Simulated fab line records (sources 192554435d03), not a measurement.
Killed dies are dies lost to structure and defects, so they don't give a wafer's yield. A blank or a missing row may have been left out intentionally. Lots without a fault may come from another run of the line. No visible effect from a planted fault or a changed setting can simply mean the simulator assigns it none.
fab line records / flow n5-finfet
record lots=5 wafers=15 last-day=17
route steps=1938 shown SD_EPI_P@328 SD_ACTIVATION@330 ILD0@335 SDB@347 PASSIVATION@1936
lots that met no fault: taken from a fault-free run of the same line
start-h: the number of hours between the record's first day and the start of the first shown wafer of the lot / wait-h: hours elapsed since this lot's preceding step / " same as the row above / L1.1+2: a single row standing in for several wafers / - no value present, or no start provided / * or withheld: withheld / < > ~ a bound
route shown NAME@n: NAME is a module with steps in the file, n the number in the route of the first one / usual: the fault-free wafers' mean and standard deviation / same: alike in all rows / chamber/n: place in a boat / sites: per-site readings / _std_site: their standard deviation / _edge_site: the outer-site mean with the inner-site mean subtracted / radius-mm: for every site, how far away it sits from the centre of the wafer / mask NAME#n: copy n / behind: tool/chamber where the wafer was last shaped / hold: what put the lot on hold/how long, in hours/how the hold closed / device: which transistor (n, p or np) failed to switch / end of line: the route-end tests of the same wafers / step lacking rows: just its recipe / killed: at the first sort, the dies lost to defects and structure; wafer yield is something else / map: shows each die of a wafer: x if killed, . if not, _ if none is there
set.NAME: the setting that was run; set.NAME@STEP: the one run at that earlier step / model.NAME: the simulator's own value behind a step, which no gauge read
lots at selected steps of the route; one table per step, one row per wafer
services: the hour from which a tool's chamber was out of use, counted from the record's first day as start-h (under 0 if before that day), plus the number of hours and why
## steps
# step N5_SD_EPI_P_SRD_25
# recipe time-s=30 temp-c=23 rinse-liquid=diw dry=ipa-marangoni
# step N5_SD_ACTIVATION_RTA_00
# recipe temp-c=975 time-s=0 ambient=N2 idle-temp-c=600 ramp-up-c-per-s=150 ramp-down-c-per-s=60 cool-to-c=600
# step N5_SD_ACTIVATION_LSA_01
# recipe temp-c=1080 time-s=0.0008 ambient=N2
# step N5_ILD0_LINER_00
# recipe material=SiNx target-thk-a=40 temp-c=400 ald-precursor-family=SiH2I2 ald-co-reactant=N2/H2-plasma pulse-time-s=1 purge-time-s=2 co-reactant-purge-time-s=2 ald-cycles=80 pressure-torr=2
# step N5_ILD0_FCVD_FILL_01
# recipe material=SiO2_flowable target-thk-a=2000 temp-c=100 pressure-torr=0.8 rf-w=2000 time-s=328.3
# step N5_ILD0_CURE_02
# recipe temp-c=450 time-s=1800 ambient=steam idle-temp-c=400 ramp-up-c-per-min=5 ramp-down-c-per-min=3 densification-p-h2o-torr=640
# step N5_ILD0_CMP_03
# recipe stop-on=SiNx t-overpolish-s=1.9 post-cmp-clean=alkaline-brush down-force-psi=4.1491 platen-rpm=51.796 pad-velocity-m-s=1.0306 target-thk-nm=197.38
# step N5_ILD0_CMP_07
# recipe stop-on=poly-Si material=SiO2_flowable t-overpolish-s=1.18 post-cmp-clean=alkaline-brush down-force-psi=4.1491 platen-rpm=51.796 pad-velocity-m-s=1.0306 target-thk-nm=138.88
# usual motor-current-A=13.0/1.2
lot.wafer=L623.1 tool=cmp-03 chamber=3 start-h=70.61 wait-h=0.1 motor-current-A=10.5
lot.wafer=L623.3 tool=cmp-03 chamber=0 start-h=70.61 wait-h=0.1 motor-current-A=12.3
lot.wafer=L623.5 tool=cmp-03 chamber=1 start-h=70.61 wait-h=0.1 motor-current-A=14.9
lot.wafer=L629.1 tool=cmp-03 chamber=1 start-h=105.58 wait-h=0.1 motor-current-A=14.5
lot.wafer=L629.6 tool=cmp-03 chamber=2 start-h=105.58 wait-h=0.1 motor-current-A=14.4
lot.wafer=L629.5 tool=cmp-03 chamber=3 start-h=105.58 wait-h=0.1 motor-current-A=10.8
lot.wafer=L630.1 tool=cmp-03 chamber=3 start-h=109.44 wait-h=0.1 motor-current-A=10.6
lot.wafer=L630.2 tool=cmp-03 chamber=1 start-h=109.44 wait-h=0.1 motor-current-A=14.4
lot.wafer=L630.5 tool=cmp-03 chamber=2 start-h=109.44 wait-h=0.1 motor-current-A=14.4
lot.wafer=L631.3 tool=cmp-03 chamber=3 start-h=115.74 wait-h=0.1 motor-current-A=11.5
lot.wafer=L631.2 tool=cmp-03 chamber=0 start-h=115.74 wait-h=0.1 motor-current-A=13.4
lot.wafer=L631.6 tool=cmp-03 chamber=2 start-h=115.74 wait-h=0.1 motor-current-A=14.1
lot.wafer=L643.4 tool=cmp-02 chamber=2 start-h=193.14 wait-h=0.0 motor-current-A=11.4
lot.wafer=L643.1 tool=cmp-02 chamber=3 start-h=193.14 wait-h=0.0 motor-current-A=13.2
lot.wafer=L643.2 tool=cmp-02 chamber=1 start-h=193.14 wait-h=0.0 motor-current-A=13.2
# step N5_ILD0_PRECLEAN_10
# recipe chemistry=NF3:NH3 afs-cycles=5 time-s=20 temp-c=30 sublimation-temp-c=180 sublimation-time-s=60 pressure-torr=3 rf-power-w=30
# step N5_ILD0_ALD_15
# recipe material=SiNx target-thk-a=240 temp-c=400 ald-precursor-family=SiH2I2 ald-co-reactant=N2/H2-plasma pulse-time-s=1 ald-cycles=480 purge-time-s=2 co-reactant-purge-time-s=2 pressure-torr=2
# step N5_ILD0_CMP_12
# recipe stop-on=poly-Si material=SiNx t-overpolish-s=6 post-cmp-clean=alkaline-brush down-force-psi=2.5 platen-rpm=51.8 pad-velocity-m-s=1.0307 target-thk-nm=17.67
# step N5_SDB_HM_DEP_00
# recipe material=SiNx target-thk-a=400 temp-c=400 precursor=SiH4/NH3/N2 pressure-torr=1.5 rf-w=300 time-s=35.3
# step N5_SDB_COAT_03
# recipe resist=SOC temp-c=250 time-s=60 spin-rpm=1500 resist-thk-nm=100
# step N5_SDB_COAT_04
# recipe resist=SiARC temp-c=220 time-s=60 spin-rpm=1500 resist-thk-nm=18
# step N5_SDB_COAT_05
# recipe resist=CAR-ArF spin-rpm=1500 resist-thk-nm=90
# step N5_SDB_EBR_07
# recipe solvent=PGMEA ebr-width-mm=1.5
# step N5_SDB_SOFTBAKE_06
# recipe temp-c=110 time-s=60 resist=CAR-ArF
# step N5_SDB_EXPOSE_08
# recipe mask-id=SDB na=1.35 source-shape=conventional sigma-outer=0.5 polarization=unpolarized dose-mj=49.6
# step N5_SDB_PEB_09
# recipe peb-temp-c=withheld peb-time-s=60 resist=CAR-ArF
# step N5_SDB_DEVELOP_10
# recipe develop-time-s=30 developer=TMAH resist=CAR-ArF rinse-liquid=diw dry=air-spin dev-temp-c=23
# step N5_SDB_DESCUM_16
# recipe chemistry=O2 time-s=7.9 source-power-w=50 bias-power-w=20 pressure-mtorr=20 rf-frequency-hz=2.712e+07 temp-c=40 resist=CAR-ArF o2-flow-sccm=225
# step N5_SDB_ETCH_17
# recipe chemistry=CF4 target=SiARC target-depth-a=234 mask-material=CAR-ArF time-s=39 ion-energy-ev=80 pressure-mtorr=40 source-w=545 bias-w=36 Ar_flow_sccm=100 cf4-flow-sccm=100 ends=cleared
# step N5_SDB_ETCH_18
# recipe chemistry=N2/H2 target=SOC target-depth-a=1000 overetch-a=200 mask-material=SiARC temp-c=40 time-s=150 ion-energy-ev=200 pressure-mtorr=30 source-w=840 bias-w=150 n2-flow-sccm=200 h2-flow-sccm=200
# step N5_SDB_STRIP_19
# recipe chemistry=N2/H2 temp-c=40 n2-flow-sccm=200 h2-flow-sccm=200 rf-frequency-hz=6e+07
# step N5_SDB_STRIP_21
# recipe chemistry=CF4 resist=SiARC power-w=300 bias-power-w=75 pressure-mtorr=50 cf4-flow-sccm=150 rf-frequency-hz=6e+07
# step N5_SDB_HM_OPEN_20
# recipe chemistry=CH3F/O2 target=SiNx mask-material=SOC target-depth-a=240 stop-on=poly-Si over-etch-frac=0.4 ion-energy-ev=120 pressure-mtorr=30 source-w=395 bias-w=73 Ar_flow_sccm=150 CH3F_flow_sccm=30 O2_flow_sccm=20
# step N5_SDB_STRIP_22
# recipe chemistry=N2/H2 power-w=1000 temp-c=250 h2-frac=0.65 overash-fraction=0.3 pressure-mtorr=withheld n2-flow-sccm=1750 h2-flow-sccm=3250
# step N5_SDB_PRECLEAN_23
# recipe chemistry=dHF time-s=30 temp-c=25 dilution=withheld
# step N5_SDB_DUMMY_REMOVE_24
# recipe chemistry=TMAH temp-c=70 target=poly-Si stop-on=SiO2 target-depth-nm=142 conc-wt-pct=5 time-s=57 dry=ipa-marangoni rinse-time-s=30 rinse-temp-c=23
# step N5_SDB_ETCH_25
# recipe chemistry=C4F6/O2 target=SiO2 target-depth-a=100 time-s=3.3 ion-energy-ev=250 mask-material=SiNx pressure-mtorr=30 source-w=345 bias-w=185 Ar_flow_sccm=300 C4F6_flow_sccm=10 O2_flow_sccm=10
# step N5_SDB_CUT_ETCH_26
# recipe chemistry=HBr/Cl2/O2 target=Si target-depth-a=1296 bt-time-s=20 mask-material=SiNx time-s=51.8 ion-energy-ev=* bias-w=* pressure-mtorr=10 icp-w=800 HBr_flow_sccm=150 Cl2_flow_sccm=80 O2_flow_sccm=12
# step N5_PASSIVATION_PROBE_49
# usual defect-limited-yield=91.2/1.3 killed_at_M0_to_M3=34/10 killed_at_M4_up=13/4.6 killed-at-contacts=13/5.5 killed-at-front-end=41/12 killed-at-other=2.8/2.4 killed-dies=104/16 killed-on-rim=14/4.2 killed-open=67/12 killed-short=33/7.2 sort_bin_5_function=5.1/0.86 sort_bin_6_memory=3.3/0.62 sort-n-pass=1076/16 sort-yield-pct=91.2/1.3
# same gross-dies=1180 killed-at-back-side=0 sort_bin_4_leakage[%]=0 sort_bin_8_speed[%]=0
lot.wafer=L629.1 tool=prober-01 chamber=- start-h=322.48 wait-h=0.0 defect-limited-yield[%]=61.3 killed_at_M0_to_M3=37 killed_at_M4_up=6 killed-at-contacts=8 killed-at-front-end=404 killed-at-other=2 killed-dies=457 killed-on-rim=66 killed-open=51 killed-short=35 sort_bin_5_function[%]=23.5 sort_bin_6_memory[%]=13.5 sort-n-pass=723 sort-yield-pct[%]=61.3
lot.wafer=L629.5 tool=prober-01 chamber=- start-h=322.68 wait-h=0.2 defect-limited-yield[%]=61.4 killed_at_M0_to_M3=29 killed_at_M4_up=8 killed-at-contacts=14 killed-at-front-end=400 killed-at-other=5 killed-dies=456 killed-on-rim=66 killed-open=66 killed-short=19 sort_bin_5_function[%]=22.7 sort_bin_6_memory[%]=13.4 sort-n-pass=724 sort-yield-pct[%]=61.4
lot.wafer=L629.6 tool=prober-01 chamber=- start-h=322.73 wait-h=0.3 defect-limited-yield[%]=58.8 killed_at_M0_to_M3=31 killed_at_M4_up=14 killed-at-contacts=3 killed-at-front-end=436 killed-at-other=2 killed-dies=486 killed-on-rim=67 killed-open=46 killed-short=28 sort_bin_5_function[%]=23.8 sort_bin_6_memory[%]=14.7 sort-n-pass=694 sort-yield-pct[%]=58.8
lot.wafer=L630.1 tool=prober-01 chamber=- start-h=326.09 wait-h=0.0 defect-limited-yield[%]=63.5 killed_at_M0_to_M3=30 killed_at_M4_up=15 killed-at-contacts=3 killed-at-front-end=377 killed-at-other=6 killed-dies=431 killed-on-rim=52 killed-open=56 killed-short=15 sort_bin_5_function[%]=21.3 sort_bin_6_memory[%]=13.0 sort-n-pass=749 sort-yield-pct[%]=63.5
lot.wafer=L630.2 tool=prober-01 chamber=- start-h=326.14 wait-h=0.1 defect-limited-yield[%]=63.5 killed_at_M0_to_M3=31 killed_at_M4_up=11 killed-at-contacts=13 killed-at-front-end=374 killed-at-other=2 killed-dies=431 killed-on-rim=59 killed-open=56 killed-short=25 sort_bin_5_function[%]=23.0 sort_bin_6_memory[%]=12.0 sort-n-pass=749 sort-yield-pct[%]=63.5
lot.wafer=L630.5 tool=prober-01 chamber=- start-h=326.29 wait-h=0.2 defect-limited-yield[%]=61.5 killed_at_M0_to_M3=23 killed_at_M4_up=4 killed-at-contacts=16 killed-at-front-end=408 killed-at-other=3 killed-dies=454 killed-on-rim=59 killed-open=51 killed-short=22 sort_bin_5_function[%]=23.0 sort_bin_6_memory[%]=13.1 sort-n-pass=726 sort-yield-pct[%]=61.5
lot.wafer=L631.2 tool=prober-02 chamber=- start-h=338.66 wait-h=0.1 defect-limited-yield[%]=64.7 killed_at_M0_to_M3=25 killed_at_M4_up=12 killed-at-contacts=2 killed-at-front-end=375 killed-at-other=2 killed-dies=416 killed-on-rim=52 killed-open=55 killed-short=26 sort_bin_5_function[%]=20.8 sort_bin_6_memory[%]=11.8 sort-n-pass=764 sort-yield-pct[%]=64.7
lot.wafer=L631.3 tool=prober-02 chamber=- start-h=338.71 wait-h=0.1 defect-limited-yield[%]=61.8 killed_at_M0_to_M3=37 killed_at_M4_up=11 killed-at-contacts=19 killed-at-front-end=382 killed-at-other=2 killed-dies=451 killed-on-rim=57 killed-open=64 killed-short=25 sort_bin_5_function[%]=23.6 sort_bin_6_memory[%]=12.9 sort-n-pass=729 sort-yield-pct[%]=61.8
lot.wafer=L631.6 tool=prober-02 chamber=- start-h=338.86 wait-h=0.3 defect-limited-yield[%]=61.4 killed_at_M0_to_M3=35 killed_at_M4_up=11 killed-at-contacts=11 killed-at-front-end=396 killed-at-other=2 killed-dies=455 killed-on-rim=48 killed-open=60 killed-short=33 sort_bin_5_function[%]=23.0 sort_bin_6_memory[%]=13.1 sort-n-pass=725 sort-yield-pct[%]=61.4
# killed by level:class
L629.1 ILD0:unspecified=368 FIN_SAQP:geometric-particle:open=12 FIN_SAQP:geometric-particle:short=11 BEOL_M0_SAQP:geometric-particle:open=9 BEOL_M0_SAQP:geometric-particle:short=9 BEOL_M3:geometric-particle:open=7 MOL_CONTACT_COAG:geometric-particle:open=6 BEOL_M1:geometric-particle:open=6
L629.5 ILD0:unspecified=369 BEOL_M3:geometric-particle:open=13 MOL_CONTACT_COAG:geometric-particle:open=10 FIN_SAQP:geometric-particle:open=9 DUMMY_GATE:geometric-particle:open=6 BEOL_M1:geometric-particle:open=5 BEOL_M2:geometric-particle:open=5 MOL_CONTACT_COAG:geometric-particle:short=4
L629.6 ILD0:unspecified=407 BEOL_M0_SAQP:geometric-particle:open=8 BEOL_M0_SAQP:geometric-particle:short=8 FIN_SAQP:geometric-particle:open=7 DUMMY_GATE:geometric-particle:open=6 BEOL_M5:geometric-particle:open=6 BEOL_M1:geometric-particle:open=4 BEOL_M3:geometric-particle:open=4
L630.1 ILD0:unspecified=356 BEOL_M3:geometric-particle:open=12 STI_FIN_REVEAL:geometric-particle:open=7 BEOL_M0_SAQP:geometric-particle:open=6 BEOL_M0_SAQP:geometric-particle:short=5 BEOL_M4:geometric-particle:open=5 FIN_SAQP:geometric-particle:open=4 BEOL_M5:geometric-particle:open=4
L630.2 ILD0:unspecified=346 MOL_CONTACT_COAG:geometric-particle:open=11 BEOL_M2:geometric-particle:open=9 GATE_CUT:geometric-particle:short=6 BEOL_M0_SAQP:geometric-particle:short=6 FIN_SAQP:geometric-particle:short=5 GATE_CUT:geometric-particle:open=5 FIN_SAQP:geometric-particle:open=4
L630.5 ILD0:unspecified=377 MOL_CONTACT_COAG:geometric-particle:open=13 STI_FIN_REVEAL:geometric-particle:open=11 BEOL_M0_SAQP:geometric-particle:open=8 FIN_SAQP:geometric-particle:short=6 BEOL_M3:geometric-particle:open=5 BEOL_M0_SAQP:geometric-particle:short=4 GATE_CUT:geometric-particle:short=3
L631.2 ILD0:unspecified=330 FIN_SAQP:geometric-particle:short=8 BEOL_M0_SAQP:geometric-particle:open=8 FIN_SAQP:geometric-particle:open=7 BEOL_M1:geometric-particle:open=6 STI_FIN_REVEAL:geometric-particle:open=5 BEOL_M0_SAQP:geometric-particle:short=5 BEOL_M5:geometric-particle:open=4
L631.3 ILD0:unspecified=355 MOL_CONTACT_COAG:geometric-particle:open=12 BEOL_M0_SAQP:geometric-particle:short=9 BEOL_M3:geometric-particle:open=8 DUMMY_GATE:geometric-particle:open=6 BEOL_M0_SAQP:geometric-particle:open=6 BEOL_M2:geometric-particle:open=5 BEOL_M1:geometric-particle:open=4
L631.6 ILD0:unspecified=362 BEOL_M0_SAQP:geometric-particle:open=11 FIN_SAQP:geometric-particle:open=9 BEOL_M0_SAQP:geometric-particle:short=9 DUMMY_GATE:geometric-particle:open=7 MOL_CONTACT_COAG:geometric-particle:open=6 FIN_SAQP:geometric-particle:short=5 MOL_CONTACT_COAG:geometric-particle:short=5
# map L629.6 (x killed, . not)
_________________.x.xxx.x.xx.________________
______________...x.x.x..xx......_____________
___________.xx..xx.x...x..x.x...x..__________
__________.xx.x.xxxx....x.xx.xxxx.xx_________
________x....xx..x.x....xx.x...xx.xx.x_______
_______xx.x..x..x..x..xxx.xxx..x...x..x______
______..xx..x.x.....x.xx.....x........x._____
_____..x..x.........x..xx..x...xx...x..x.____
____xxx..xx.xxx.x.xx....x.x.x....x..xxx...___
___xxx..x.x.xxx..xxxx.x..x...x.x..x.x....x.__
___..x..xx.xxxx.x.xxxx...xxxx.x.x...xx..x..__
__..x..xx.....x..x.....xx.xx.x.....x.x....x._
__xxxx..x...x.x.........x.x.x...x.......x..x_
_.x....xx.x.....xx..xx.....x.x..x.xx...xx..x.
_..x..xxx.x...x.xx..x...x.x..x.x..xx..x.x.xxx
_.xxxx.xxxx..x.xx......xx.xx.xx.x..x....x.x..
_x..xx.x......xxxx.x..x.x.xx..x.x..x.x..xxx..
_..xx..x.xxx.xxx....xx.x.x..x.x.......xx.....
_..x.x.x.xx...x.x.xx.x.xxxx..x..xx..x.....xx.
_......x........x..xx.x.xxx.x..xx.xxx...x..x.
_.x..xx..xx.xx.x.x.x..x.xx..x......xxx..xx.x.
__.x.x....xx....x.xxxx.x...x.xx.......x....._
__.x..x.....x..x..xx...x..x.x.xx...xxxx..xx._
___.xxxx..x..x...xxx...x....x.xxx...x....x.__
___x..x..xx.....x.xxx...x.x.x..x.xx.x..x.xx__
____xx..x.....xx.xx....xx..x..x..x.x.x..x.___
_____..x...xxx...x.x.xxx...x.x..xx.......____
______xxx.x...x.x...x..xx..x.xxx..xx..x._____
_______x.....xx.....x.xxxx......x..x...______
________x......x.x...x.x.....xxx.x...x_______
__________xxx.xx.x.x.xx.x.xxxxx..xx._________
___________.x....x..x.xxx....x.xx.x__________
______________.xxx....x.x......x_____________
_________________..xxx.xx.x..________________
# map L630.5 (x killed, . not)
_________________..x......xx.________________
______________.............x.x.._____________
___________xx.xxxx.x..xxx.x.......x__________
__________xx...x.xx..x...x..x...x.xx_________
________..xx.......xxxx.x...xx.x.....x_______
_______xxxx..x..xxx....x..x.xxx.xxx....______
______.x...xx.x....x...x.xxxx...xxx.x..x_____
_____....xx.......x........x....xx...x...____
____....x..xxx..x...xxx.x....x.xx..x.x.x..___
___xx..xx.....x..xxx..xx........x...xx.x.x.__
___x..xx..x...xx.xx.xx.x.......xx.xx......x__
__.xx...x..xx.x.xxx.x.x.xxxx...x.xx...xx...x_
__xx.x.xxx...x...x..x.......x...x........x.x_
_...xx.x.x..x..xx.xx..x..x..x..x.....xx..xxxx
_...x..xx.xxx.x.xxx....x.x.xxxx...x..xx.xxxxx
_...x......xxxxx....x....x....x...x..........
_..xx...xx.xxx...........x....xxx...xxx.x.x.x
_..xxxxxx..xx.....x.x.......x.x...x....xx...x
_.xxxxxxx...x.....xx.x.xxxxxx.x.xx..x..x....x
_.x.xx.x..x...x..xxx......x...xxx.....xx.x...
_....xxx...x.xx..xxx.x.........x........x.x.x
__..x..........xx..x.x...xx.x..xx.x.......x._
__.xxx..xxxx.x..x.xxxx..xx..x....x...xx....x_
___xx.x.x..x.....x...xx...x...x..x..xx.....__
___.x.....x....x..x..xxx..x.x.xxxx......xxx__
____.xxxxxx.xxx.x..xx.....x.x..xx.x...xxxx___
_____x.xx.x..x..xxx..x...xxx......x..xx..____
______x.x....x.xxx.x...xx..x...xx..xxx.._____
_______.xxx....x...xxxx..x...x...x.x.xx______
________.xx.x...xx.xxx..x...x..xxx...._______
__________..............x..x.x......_________
___________..xx....xx..x...x..x....__________
______________.x........xx...xxx_____________
_________________x...x....x..________________
## services
tool=cmp-02 chamber=- start-h=48.40 hours=1.1 kind=repair
tool=cmp-03 chamber=- start-h=54.40 hours=4.0 kind=pm
tool=cmp-03 chamber=- start-h=58.40 hours=- kind=consumable-replace:conditioner
tool=cmp-03 chamber=- start-h=58.40 hours=- kind=consumable-replace:pad
tool=cmp-03 chamber=- start-h=76.09 hours=4.0 kind=pm
tool=cmp-03 chamber=- start-h=84.01 hours=0.3 kind=repair
tool=cmp-02 chamber=- start-h=84.60 hours=2.7 kind=repair
tool=cmp-02 chamber=- start-h=126.23 hours=4.0 kind=pm
tool=cmp-02 chamber=- start-h=130.23 hours=- kind=consumable-replace:conditioner
tool=cmp-02 chamber=- start-h=130.23 hours=- kind=consumable-replace:pad
tool=cmp-03 chamber=- start-h=153.40 hours=0.4 kind=repair
tool=cmp-02 chamber=- start-h=161.57 hours=13.1 kind=pm
## key
first-sign step=N5_PASSIVATION_PROBE_49 reading=killed-at-front-end direction=up sigmas=31 usual=41 struck=395
effect step=N5_PASSIVATION_PROBE_49 reading=defect-limited-yield direction=down sigmas=22 usual=91.2 struck=62.0
more-kills-born-at N5_ILD0_CMP_07@cmp-03=3269
met-at N5_ILD0_CMP_07
struck-wafers L629.1,L629.5,L629.6,L630.1,L630.2,L630.5,L631.2,L631.3,L631.6
onset-between 70.61 105.58
fault kind=chamber-particle-source tool=cmp-03 chamber=- onset-h=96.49 steps=N5_ILD0_CMP_07 rate-per-visit-cm2=0.72078 end-h=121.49
